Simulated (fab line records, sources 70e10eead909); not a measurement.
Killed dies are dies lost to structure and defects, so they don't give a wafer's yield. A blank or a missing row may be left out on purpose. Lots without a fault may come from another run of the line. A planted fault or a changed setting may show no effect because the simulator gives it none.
Chamber matching | flow nand_harc | NHARC_A_CHANNEL_HOLE_D1_DEP_01 on pecvd-02: 3 sister chambers
The step deposits SiON, target thk 140 nm. 36 wafers are shown with their chamber, then 12 later ones without.

WAFERS WITH THEIR CHAMBER
wafer  | chamber | heater_power_w (W)
L076.3 | 1       | 757
L076.4 | 1       | 737
L076.5 | 2       | 722
L077.1 | 0       | 652
L077.4 | 2       | 672
L077.6 | 0       | 659
L077.2 | 1       | 703
L077.3 | 2       | 671
L077.5 | 1       | 735
L078.1 | 2       | 600
L078.2 | 1       | 695
L078.5 | 2       | 613
L081.1 | 1       | 744
L081.2 | 2       | 692
L081.3 | 0       | 733
L082.1 | 1       | 668
L082.2 | 2       | 673
L082.6 | 0       | 633
L082.3 | 0       | 631
L082.4 | 2       | 687
L082.5 | 1       | 719
L085.1 | 2       | 761
L085.2 | 0       | 711
L085.3 | 1       | 640
L085.4 | 0       | 694
L085.5 | 1       | 648
L085.6 | 2       | 764
L087.2 | 1       | 711
L087.5 | 2       | 710
L087.6 | 0       | 653
L089.1 | 2       | 815
L089.3 | 1       | 630
L089.6 | 2       | 653
L090.3 | 2       | 797
L090.4 | 2       | 823
L090.5 | 0       | 609

SIGNATURES (means of the wafers above)
reading        | chamber 0 | chamber 1 | chamber 2 | scatter within a chamber
heater_power_w | 663.89    | 698.92    | 710.20    | 55.2
Rule: a wafer's distance from a chamber is the root of the sum, over the readings, of the square of ((its reading less the chamber's mean) divided by the reading's scatter). The wafer belongs to the nearest chamber; if the next one is less than 2 further off, it can't be placed. The scatter: the root of (the sum of the squares of (reading less its chamber's mean) over the shown wafers, divided by (wafers less chambers)).

WAFERS WITHOUT THEIR CHAMBER
wafer  | heater_power_w (W)
L092.1 | 664
L092.3 | 713
L092.6 | 707
L093.3 | 676
L093.4 | 800
L093.5 | 666
L094.1 | 726
L094.2 | 709
L094.5 | 741
L095.2 | 735
L095.3 | 612
L095.5 | 662

WHICH CHAMBER EACH WENT THROUGH
wafer  | from the rows above          | in truth
L092.1 | can't be placed: 0 or 1 or 2 | 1
L092.3 | can't be placed: 2 or 1 or 0 | 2
L092.6 | can't be placed: 2 or 1 or 0 | 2
L093.3 | can't be placed: 0 or 1 or 2 | 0
L093.4 | can't be placed: 2 or 1 or 0 | 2
L093.5 | can't be placed: 0 or 1 or 2 | 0
L094.1 | can't be placed: 2 or 1 or 0 | 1
L094.2 | can't be placed: 2 or 1 or 0 | 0
L094.5 | can't be placed: 2 or 1 or 0 | 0
L095.2 | can't be placed: 2 or 1 or 0 | 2
L095.3 | can't be placed: 0 or 1 or 2 | 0
L095.5 | can't be placed: 0 or 1 or 2 | 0
Placed correctly: 0 of 12. Can't be placed from these rows: 12 (the true chamber is among the candidates in 12). Placed wrongly: 0.
